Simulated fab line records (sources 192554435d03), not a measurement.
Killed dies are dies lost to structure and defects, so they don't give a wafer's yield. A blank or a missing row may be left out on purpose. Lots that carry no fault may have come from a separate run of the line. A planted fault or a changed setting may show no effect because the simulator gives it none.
Split-lot experiment    flow n5 finfet    on a route of 1938 steps: 7 lots, 39 wafers read

## ON THE SPLIT
At N5_PMOS_HMC_CHANNEL_EPI_FIN_RECESS_16 (chemistry HBr/Cl2, target Si, target depth 54 nm, time 18 s), the setting time s was moved away from the recipe's 18 s on 15 of the 39 wafers read, by -6.6% to +5.8%. All remaining wafers had this setting at the recipe value.

## FROM THE SPLIT TO THE READING: what the file shows between them, 4 steps
- N5_PMOS_HMC_CHANNEL_EPI_PRECLEAN_36: cleans in O3/DIW, time 45 s
- N5_PMOS_HMC_CHANNEL_EPI_PRECLEAN_18: cleans in DHF, time 30 s
- N5_PMOS_HMC_CHANNEL_EPI_SRD_39: time 30 s
- N5_PMOS_HMC_CHANNEL_EPI_CMP_21: polishes SiGe30, target thk 54 nm

## THE READING
At N5_PMOS_HMC_CHANNEL_EPI_THK_MEAS_22: HMC_CMP_THK, given in nm. Fault-free wafers of this fab line usually give 54.3 nm, standard deviation 0.76 nm.

wafer   tool, chamber at the split  time s as run, s  against the recipe  HMC_CMP_THK, nm  against lot-mates on the recipe
L076.1  rie si-01, 3                16.82             -6.6%               50.6             -2.8
L076.2  rie si-01, 2                18                recipe              53.5             -
L076.3  rie si-01, 0                18                recipe              53.6             -
L076.4  rie si-01, 1                16.82             -6.6%               49.5             -3.9
L076.5  rie si-01, 1                16.82             -6.6%               49.4             -4.0
L076.6  rie si-01, 2                18                recipe              53.2             -
L077.1  rie si-06, 3                18                recipe              54.0             -
L077.2  rie si-06, 2                19.05             +5.8%               57.6             +3.5
L077.3  rie si-06, 0                19.05             +5.8%               57.8             +3.7
L077.4  rie si-06, 1                18                recipe              54.4             -
L077.5  rie si-06, 3                18                recipe              54.0             -
L077.6  rie si-06, 2                19.05             +5.8%               57.7             +3.6
L078.1  rie si-06, 3                18.89             +4.9%               56.6             +2.4
L078.2  rie si-06, 2                18.89             +4.9%               57.8             +3.6
L078.3  rie si-06, 0                18                recipe              55.0             -
L078.4  rie si-06, 1                18                recipe              53.8             -
L078.5  rie si-06, 2                18.89             +4.9%               57.3             +3.1
L078.6  rie si-06, 3                18                recipe              53.8             -
L080.1  rie si-01, 2                18                recipe              54.3             -
L080.2  rie si-01, 0                18                recipe              53.8             -
L080.3  rie si-01, 1                18                recipe              54.1             -
L080.4  rie si-01, 3                18                recipe              54.3             -
L080.5  rie si-01, 3                18                recipe              54.9             -
L080.6  rie si-01, 2                18                recipe              53.7             -
L085.1  rie si-03, 0                18                recipe              53.2             -
L085.3  rie si-03, 3                18                recipe              53.7             -
L085.5  rie si-03, 1                18                recipe              55.0             -
L088.1  rie si-06, 3                18.94             +5.2%               56.9             +2.0
L088.2  rie si-06, 0                18.94             +5.2%               57.7             +2.8
L088.3  rie si-06, 1                18.94             +5.2%               56.9             +2.0
L088.4  rie si-06, 2                18                recipe              55.6             -
L088.5  rie si-06, 0                18                recipe              54.7             -
L088.6  rie si-06, 1                18                recipe              54.3             -
L090.1  rie si-01, 2                18                recipe              53.6             -
L090.2  rie si-01, 0                19.05             +5.8%               57.6             +4.1
L090.3  rie si-01, 1                18                recipe              53.8             -
L090.4  rie si-01, 3                19.05             +5.8%               57.7             +4.2
L090.5  rie si-01, 1                19.05             +5.8%               57.2             +3.7
L090.6  rie si-01, 2                18                recipe              53.2             -

FIT RESULTS
A straight line over all 39 wafers: HMC_CMP_THK changes by +0.623 nm for each +1% of time s; r = +0.97; the points scatter about the line by 0.56 nm.
The same after taking each lot's own level away (the mean of its wafers on the recipe; 39 wafers): +0.578 nm for each +1%; r = +0.97; scatter 0.52 nm.
The reading moves by 3.8 nm for the largest change in time s, on that fit.
Measured against the standard deviation above, the lots' own levels, which go from 53.43 to 54.87 nm, span 1.9 times it.
The two slopes are in agreement: the lot-to-lot level therefore moves the slope only a little.
Check: with one of the wafers moved furthest among these (-6.6%) left out of the fit, the line predicts -3.93 nm for it against its lot-mates. It came out at -2.83 nm against them.

## THE WHOLE CHAIN: every reading that the file lists as answering this split, in the file's order
step                                   what it does                                                 reading                                                                                 change (the file's fit)                r (the file's)
N5_PMOS_HMC_CHANNEL_EPI_FIN_RECESS_16  chemistry HBr/Cl2, target Si, target depth 54 nm, time 18 s  etch.depth nm (the simulator's own value, which no gauge read)                          +0.588 nm for each +1% of the setting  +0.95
N5_PMOS_HMC_CHANNEL_EPI_FIN_RECESS_16  chemistry HBr/Cl2, target Si, target depth 54 nm, time 18 s  PMOS_HMC_CHANNEL_EPI.feature depth nm (the simulator's own value, which no gauge read)  +0.588 nm for each +1% of the setting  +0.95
N5_PMOS_HMC_CHANNEL_EPI_THK_MEAS_22                                                                 HMC_CMP_THK                                                                             +0.58 for each +1% of the setting      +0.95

## FILE'S OWN FIT
HMC_CMP_THK changes by +0.58 nm for each +1% of time s, r = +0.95.
